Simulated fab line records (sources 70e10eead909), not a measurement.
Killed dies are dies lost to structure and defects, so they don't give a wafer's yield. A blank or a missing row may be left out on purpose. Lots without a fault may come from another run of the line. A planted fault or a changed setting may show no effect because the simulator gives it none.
Chamber matching	flow nand_harc	3 sister chambers for NHARC_A_SGD_CUT_DEP_00 on pecvd-04
The step deposits SiNx, target thk 50 nm. 6 wafers are shown with their chamber, then 8 later ones without.

== WAFERS PAIRED WITH THEIR CHAMBERS ==
wafer	chamber	heater_power_w (W)	heater_power_outer_w (W)
L193.2	1	734	433
L205.4	0	562	366
L207.1	1	541	298
L207.2	0	564	341
L207.5	2	646	387
L209.1	2	748	472

== WAFERS WHOSE CHAMBER IS MISSING ==
wafer	heater_power_w (W)	heater_power_outer_w (W)
L209.3	644	372
L209.5	652	374
L208.2	730	458
L208.4	629	395
L208.6	558	304
L210.1	645	416
L210.2	770	472
L210.3	652	370

== WHICH CHAMBER EACH ONE RAN IN ==
wafer	from the rows above	in truth
L209.3	can't be placed: 1 or 0 or 2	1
L209.5	can't be placed: 1 or 2 or 0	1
L208.2	can't be placed: 2 or 1 or 0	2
L208.4	can't be placed: 1 or 2 or 0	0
L208.6	can't be placed: 0 or 1 or 2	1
L210.1	can't be placed: 2 or 1 or 0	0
L210.2	can't be placed: 2 or 1 or 0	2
L210.3	can't be placed: 1 or 0 or 2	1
Placed correctly: 0 of 8. From these rows, 8 cannot be placed; in 8 the true chamber is one of the candidates. Number placed wrongly: 0.
How it was worked out, from the rows above alone: a wafer's distance from a chamber is the root of the sum, over the readings, of the square of ((its reading less the chamber's mean) divided by the reading's scatter). The wafer belongs to the nearest chamber; if the next one is less than 2 further off, it can't be placed. A chamber's mean is the mean of its shown wafers. The scatter: take each reading less its chamber's mean, square it, sum over the shown wafers, divide by the number of wafers less the number of chambers, and take the root.
